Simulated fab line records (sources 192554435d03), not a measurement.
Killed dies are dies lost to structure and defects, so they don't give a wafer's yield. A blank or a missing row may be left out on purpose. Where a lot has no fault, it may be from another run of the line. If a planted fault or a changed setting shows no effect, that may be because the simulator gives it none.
Commonality check across tools ; flow n5Finfet ; Lots sampled 9, wafers sampled 25

== REASON IT WAS OPENED ==
On 2 of the 9 lots, a flag is raised at N5_BEOL_M10_INSPECT_30 on the reading rawDefectCount. Fault-free wafers read 390, with a standard deviation of 91.
Rule: flag the lot when none of its wafers has a number, or when each of its wafers that has one lies beyond 4 standard deviations from that mean. The rest of the lots are taken to be sound.

lot;measured;on;rawDefectCount, wafer by wafer;flag
L936;day 10 07:44;defectInspect-02;457 420;
L937;day 10 15:58;defectInspect-01;300 286 249;
L939;day 10 22:24;defectInspect-02;256 380 491;
L938;day 11 18:34;defectInspect-01;506 475;
L943;day 11 18:44;defectInspect-01;398 306 302;
L940;day 12 19:30;defectInspect-01;355 401 362;
L955;day 16 04:14;defectInspect-02;1664 1698 1707;FLAGGED
L957;day 16 04:23;defectInspect-01;1803 1694 1902;FLAGGED
L958;day 16 14:35;defectInspect-01;360 351 405;
The numbers of the flagged lots are 1745 on average: +1355 against the usual, or +15 standard deviations.

== LOT BY LOT: THE TOOL USED ==
The record holds 2 process steps before the reading, out of a route of 1938 steps. In each cell: the tool, then ch and the chambers that the sampled wafers went through, then the start.
lot;flag;N5_BEOL_M10_DESCUM_16;N5_BEOL_M10_ETCH_61
L936;;rieDiel-06 ch 1,3, day 10 04:05;rieDiel-06 ch 1,3, day 10 04:08
L937;;rieDiel-06 ch 0,1,2, day 10 12:55;rieDiel-06 ch 0,1,2, day 10 12:57
L939;;rieDiel-05 ch 2,3, day 10 21:12;rieDiel-05 ch 2,3, day 10 21:14
L938;;rieDiel-04 ch 0,1, day 11 16:07;rieDiel-04 ch 0,1, day 11 16:10
L943;;rieDiel-04 ch 0,1,2, day 11 16:22;rieDiel-04 ch 0,1,2, day 11 16:25
L940;;rieDiel-05 ch 0,1, day 12 18:32;rieDiel-05 ch 0,1, day 12 18:34
L955;FLAGGED;rieDiel-06 ch 0,1,3, day 16 02:19;rieDiel-06 ch 0,1,3, day 16 02:21
L957;FLAGGED;rieDiel-06 ch 0,2,3, day 16 02:34;rieDiel-06 ch 0,2,3, day 16 02:36
L958;;rieDiel-04 ch 1,2, day 16 11:06;rieDiel-04 ch 1,2, day 16 11:08
What these steps do:
- N5_BEOL_M10_DESCUM_16: chemistry O2, time 7.9 s.
- N5_BEOL_M10_ETCH_61: etches SiARC in CF4, target depth 39 nm, time 65 s.
- N5_BEOL_M10_INSPECT_30: inspects for defects (brightfield).

== FLAGGED OVER TOTAL, TOOL BY TOOL (the gauges that took the reading come last) ==
step;tool;lots run;flagged;share of the flagged lots;sound lots run after its first flagged lot
N5_BEOL_M10_DESCUM_16;rieDiel-04;3;0;none;-
N5_BEOL_M10_DESCUM_16;rieDiel-05;2;0;none;-
N5_BEOL_M10_DESCUM_16;rieDiel-06;4;2;all;0
N5_BEOL_M10_ETCH_61;rieDiel-04;3;0;none;-
N5_BEOL_M10_ETCH_61;rieDiel-05;2;0;none;-
N5_BEOL_M10_ETCH_61;rieDiel-06;4;2;all;0
N5_BEOL_M10_INSPECT_30;defectInspect-01;6;1;some;1 (L958)
N5_BEOL_M10_INSPECT_30;defectInspect-02;3;1;some;0

== WHAT IS ALLOWED BY THE TABLE ==
rieDiel-06 at N5_BEOL_M10_DESCUM_16 and rieDiel-06 at N5_BEOL_M10_ETCH_61 are the 2 rows of the table that ran each flagged lot.
- rieDiel-06 at N5_BEOL_M10_DESCUM_16: 2 of its 4 lots flagged. Its last sound lot is L937 (day 10 12:55), its first flagged lot L955 (day 16 02:19): a fault that began between those two fits.
- rieDiel-06 at N5_BEOL_M10_ETCH_61: 2 of its 4 lots flagged. Its last sound lot is L937 (day 10 12:57), its first flagged lot L955 (day 16 02:21): a fault that began between those two fits.
One tool is left: rieDiel-06 at N5_BEOL_M10_DESCUM_16 and N5_BEOL_M10_ETCH_61.

== WHAT THE SIMULATOR HAD PUT IN ==
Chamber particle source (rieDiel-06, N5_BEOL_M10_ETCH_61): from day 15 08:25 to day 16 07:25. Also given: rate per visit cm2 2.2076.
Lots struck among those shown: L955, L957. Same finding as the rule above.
